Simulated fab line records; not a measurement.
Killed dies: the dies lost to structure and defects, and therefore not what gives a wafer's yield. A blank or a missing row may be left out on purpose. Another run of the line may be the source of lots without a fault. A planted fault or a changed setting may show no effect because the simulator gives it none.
The tool behind it: which one?	flow n5-finfet	72 wafers from 24 lots sampled at 4 of the route's 1938 steps

## WHAT EACH GAUGE READ, for each wafer
N5_BEOL_M6_INSPECT_58: inspects for defects (darkfield).
lot	measured	on	raw-defect-count
L074	day 9 08:37	defect-inspect-01	107 56 52
L075	day 9 12:24	defect-inspect-01	89 81 63
L076	day 9 22:41	defect-inspect-02	37 50 29
L077	day 10 02:03	defect-inspect-02	68 57 68
L078	day 10 02:35	defect-inspect-01	104 78 77
L081	day 10 18:38	defect-inspect-02	82 62 58
L080	day 10 19:05	defect-inspect-01	87 47 61
L079	day 10 21:22	defect-inspect-01	45 42 74
L083	day 11 09:07	defect-inspect-01	75 63 77
L082	day 11 13:01	defect-inspect-01	61 40 120
L084	day 12 02:46	defect-inspect-01	82 53 75
L086	day 12 03:23	defect-inspect-01	67 62 57
L085	day 12 06:43	defect-inspect-02	61 53 60
L087	day 12 17:12	defect-inspect-02	88 77 41
L088	day 13 00:00	defect-inspect-02	78 72 36
L089	day 13 00:24	defect-inspect-01	75 74 125
L090	day 13 02:45	defect-inspect-02	66 59 49
L091	day 13 19:19	defect-inspect-01	138 115 114
L093	day 14 00:35	defect-inspect-01	65 40 34
L092	day 14 03:29	defect-inspect-01	79 95 67
L095	day 14 20:04	defect-inspect-02	64 50 47
L094	day 14 22:16	defect-inspect-01	68 71 60
L097	day 15 06:27	defect-inspect-01	64 77 88
L096	day 15 09:37	defect-inspect-02	84 115 107

N5_BEOL_M7_CD_MEAS_11: target cd 38.5 nm.
lot	measured	on	cd-nm (nm)
L074	day 9 11:09	cd-sem-02	37.5 37.9 38.2
L075	day 9 16:39	cd-sem-01	37.9 37.9 39.3
L076	day 10 00:33	cd-sem-03	38.4 38.6 38.2
L077	day 10 03:48	cd-sem-01	38.3 38.0 38.5
L078	day 10 04:06	cd-sem-01	38.4 38.4 38.2
L081	day 10 20:52	cd-sem-01	37.5 38.8 38.2
L080	day 10 21:23	cd-sem-02	38.1 37.6 37.6
L079	day 10 23:38	cd-sem-01	37.3 36.9 38.2
L083	day 11 10:57	cd-sem-03	38.2 38.6 38.8
L082	day 11 15:56	cd-sem-01	38.7 38.2 37.9
L084	day 12 04:56	cd-sem-02	38.0 38.4 37.8
L086	day 12 05:05	cd-sem-02	38.4 38.5 38.0
L085	day 12 08:29	cd-sem-02	37.4 37.9 37.5
L087	day 12 18:25	cd-sem-03	38.1 37.4 38.3
L088	day 13 01:56	cd-sem-01	38.6 38.5 38.1
L089	day 13 02:06	cd-sem-03	38.1 38.7 38.0
L090	day 13 05:42	cd-sem-03	39.4 38.9 37.7
L091	day 13 22:16	cd-sem-03	38.6 37.7 38.2
L093	day 14 02:20	cd-sem-03	37.0 37.9 37.3
L092	day 14 06:56	cd-sem-02	39.4 38.6 38.2
L095	day 14 22:06	cd-sem-02	38.6 39.9 39.3
L094	day 15 01:59	cd-sem-01	37.9 37.7 37.5
L097	day 15 11:44	cd-sem-02	38.8 37.7 38.6
L096	day 15 11:58	cd-sem-01	37.2 38.9 37.9

## EACH LOT AND THE TOOL THAT RAN IT (in order: tool; ch and the chambers of the sampled wafers; start)
lot	N5_BEOL_M6_CMP_52	N5_BEOL_M7_CURE_74
L074	cmp-03 ch 0,2, day 9 08:09	uv-cure-01 ch 1, day 9 09:00
L075	cmp-03 ch 0,1, day 9 11:55	uv-cure-03 ch 1, day 9 12:40
L076	cmp-03 ch 0,1,3, day 9 22:16	uv-cure-01 ch 1, day 9 22:47
L077	cmp-03 ch 0,1,3, day 10 01:38	uv-cure-01 ch 2, day 10 02:19
L078	cmp-04 ch 1,2,3, day 10 02:08	uv-cure-03 ch 1, day 10 02:41
L081	cmp-02 ch 0,1, day 10 18:14	uv-cure-03 ch 0, day 10 18:44
L080	cmp-03 ch 0,2, day 10 18:38	uv-cure-02 ch 0, day 10 19:11
L079	cmp-02 ch 0,1,2, day 10 20:57	uv-cure-01 ch 2, day 10 21:28
L083	cmp-03 ch 0,1,2, day 11 08:40	uv-cure-03 ch 1, day 11 09:18
L082	cmp-02 ch 0,1, day 11 12:33	uv-cure-03 ch 1, day 11 13:12
L084	cmp-03 ch 0,1,3, day 12 02:23	uv-cure-03 ch 1, day 12 03:06
L086	cmp-03 ch 0,2, day 12 02:56	uv-cure-02 ch 1, day 12 03:29
L085	cmp-02 ch 2,3, day 12 06:16	uv-cure-03 ch 2, day 12 06:59
L087	cmp-02 ch 1,2, day 12 16:45	uv-cure-02 ch 2, day 12 17:28
L088	cmp-04 ch 1,2,3, day 12 23:32	uv-cure-03 ch 1, day 13 00:06
L089	cmp-03 ch 0,1,3, day 12 23:57	uv-cure-01 ch 1, day 13 00:30
L090	cmp-03 ch 1,2,3, day 13 02:18	uv-cure-03 ch 0, day 13 02:51
L091	cmp-02 ch 1,2, day 13 18:52	uv-cure-01 ch 2, day 13 19:40
L093	cmp-04 ch 2,3, day 14 00:11	uv-cure-03 ch 1, day 14 00:41
L092	cmp-02 ch 0,1,2, day 14 03:02	uv-cure-01 ch 2, day 14 03:35
L095	cmp-02 ch 0,2,3, day 14 19:41	uv-cure-02 ch 1, day 14 20:39
L094	cmp-02 ch 1,2,3, day 14 21:54	uv-cure-02 ch 2, day 14 22:23
L097	cmp-02 ch 0,2,3, day 15 06:02	uv-cure-03 ch 0, day 15 06:50
L096	cmp-02 ch 1,2, day 15 09:10	uv-cure-01 ch 1, day 15 10:02
- N5_BEOL_M6_CMP_52: polishes, stops on SiCOH lowk, t overpolish 6.9 s, target thk 80 nm.
- N5_BEOL_M7_CURE_74: cures SiCOH lowk, time 240 s.

## AS READ BY THE TOOLS THEMSELVES (means over the sampled wafers that have a number; for cases with no such wafer, the mark the record gives instead)
N5_BEOL_M6_CMP_52.
lot	tool	barrier-field-endpoint-s (s)	motor-current-A (A)	overpolish-run-s (s)	retaining-ring-pressure-frac	time-to-endpoint-s (s)
L074	cmp-03	29.0	5.8	6.899	1.001	63
L075	cmp-03	28.0	5.5	6.911	0.996	56
L076	cmp-03	28.3	6.0	6.896	1.001	61
L077	cmp-03	28.8	5.8	6.907	0.997	62
L078	cmp-04	28.4	6.7	6.900	0.996	60
L081	cmp-02	28.8	6.3	6.904	0.999	64
L080	cmp-03	28.9	5.6	6.892	0.996	67
L079	cmp-02	28.9	6.2	6.900	1.001	66
L083	cmp-03	28.7	5.5	6.906	1.001	61
L082	cmp-02	29.5	5.9	6.895	1.005	63
L084	cmp-03	29.2	5.9	6.898	1.001	63
L086	cmp-03	29.3	5.6	6.898	0.999	66
L085	cmp-02	29.0	6.4	6.903	0.996	64
L087	cmp-02	29.1	6.0	6.897	1.004	62
L088	cmp-04	28.7	6.6	6.898	1.001	64
L089	cmp-03	28.3	5.8	6.901	0.999	59
L090	cmp-03	29.0	6.2	6.905	0.999	62
L091	cmp-02	29.8	6.0	6.900	0.995	66
L093	cmp-04	28.3	6.6	6.901	1.000	63
L092	cmp-02	29.4	6.3	6.907	0.998	63
L095	cmp-02	28.9	6.4	6.887	1.000	66
L094	cmp-02	29.0	6.2	6.897	1.000	64
L097	cmp-02	29.6	6.5	6.899	0.998	67
L096	cmp-02	29.2	5.9	6.904	1.000	64

N5_BEOL_M7_CURE_74.
lot	tool	lamp-power-pct (%)	wafer_temp_C_max
L074	uv-cure-01	52.29	387.0
L075	uv-cure-03	52.30	386.4
L076	uv-cure-01	52.28	386.7
L077	uv-cure-01	52.33	386.6
L078	uv-cure-03	52.31	386.1
L081	uv-cure-03	52.24	386.8
L080	uv-cure-02	52.31	386.1
L079	uv-cure-01	52.34	386.3
L083	uv-cure-03	52.30	386.2
L082	uv-cure-03	52.30	386.5
L084	uv-cure-03	52.29	386.5
L086	uv-cure-02	52.28	387.3
L085	uv-cure-03	52.34	388.0
L087	uv-cure-02	52.31	386.8
L088	uv-cure-03	52.30	386.4
L089	uv-cure-01	52.33	386.6
L090	uv-cure-03	52.31	386.3
L091	uv-cure-01	52.25	386.6
L093	uv-cure-03	52.32	386.5
L092	uv-cure-01	52.32	386.6
L095	uv-cure-02	52.29	386.8
L094	uv-cure-02	52.26	386.7
L097	uv-cure-03	52.32	386.6
L096	uv-cure-01	52.37	386.7

## THE ANSWER, worked out from the rows above alone
Rule: the usual values come from the lots themselves. Put in order of their means at a reading, lots are off if they are a third of the lots or fewer, leave a main group of 4 or more, and stand apart from it by a gap of 3 or more times the standard deviation of the main group's means; of several such gaps the widest counts. If all means in a main group match to the digits the tables above print for the reading, that group is not used. Also off: a lot with no number at a reading for which 4 or more lots have one. The other lots that the step has rows for count as sound. The gauges are gone through in route order, then the tools' own readings, and for those a lot's mean is taken as printed above. The first step at which some lot is off is used, and at that step the reading that is off furthest; a lot without a number counts as furthest.
No lot is off on any of the readings shown, so nothing can be concluded from this.

## WHAT WAS PUT IN BY THE SIMULATOR
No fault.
